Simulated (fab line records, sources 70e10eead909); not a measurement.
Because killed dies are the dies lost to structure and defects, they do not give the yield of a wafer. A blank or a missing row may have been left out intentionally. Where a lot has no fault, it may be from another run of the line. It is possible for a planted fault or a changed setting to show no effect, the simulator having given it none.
Chamber matching ; flow nand-harc ; NHARC_THIN_TSV_DEP_47 on pecvd-04: 3 sister chambers
The step deposits SiO2, target thk 200 nm. 6 wafers are shown with their chamber, then 7 later ones without.

== WAFERS WITH THEIR CHAMBER ==
wafer;chamber;throttle-valve-pct (%)
L105.2;0;16.5
L105.4;2;15.2
L112.4;0;16.8
L112.5;1;16.1
L114.1;2;15.3
L114.3;1;16.4

== WAFERS MISSING THEIR CHAMBER ==
wafer;throttle-valve-pct (%)
L114.6;15.4
L117.3;15.4
L117.5;15.2
L117.6;16.6
L119.1;15.4
L119.2;16.5
L119.4;16.0

== EACH ONE'S CHAMBER ==
wafer;from the rows above;in truth
L114.6;2;2
L117.3;2;2
L117.5;2;2
L117.6;can't be placed: 0 or 1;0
L119.1;2;2
L119.2;can't be placed: 0 or 1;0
L119.4;1;1
Correct placement for 5 of the 7. Unplaceable from these rows: 2, with the true chamber sitting among the candidates in 2. Placed wrongly: 0.
How it was worked out, from the rows above alone: a wafer's distance from a chamber is the root of the sum, over the readings, of the square of ((its reading less the chamber's mean) divided by the reading's scatter). If the next closest chamber is less than 2 further off than the closest, the wafer can't be placed; otherwise it belongs to the closest. The mean given for a chamber averages the wafers shown for that chamber. The scatter: take each reading less its chamber's mean, square it, sum over the shown wafers, divide by the number of wafers less the number of chambers, and take the root.
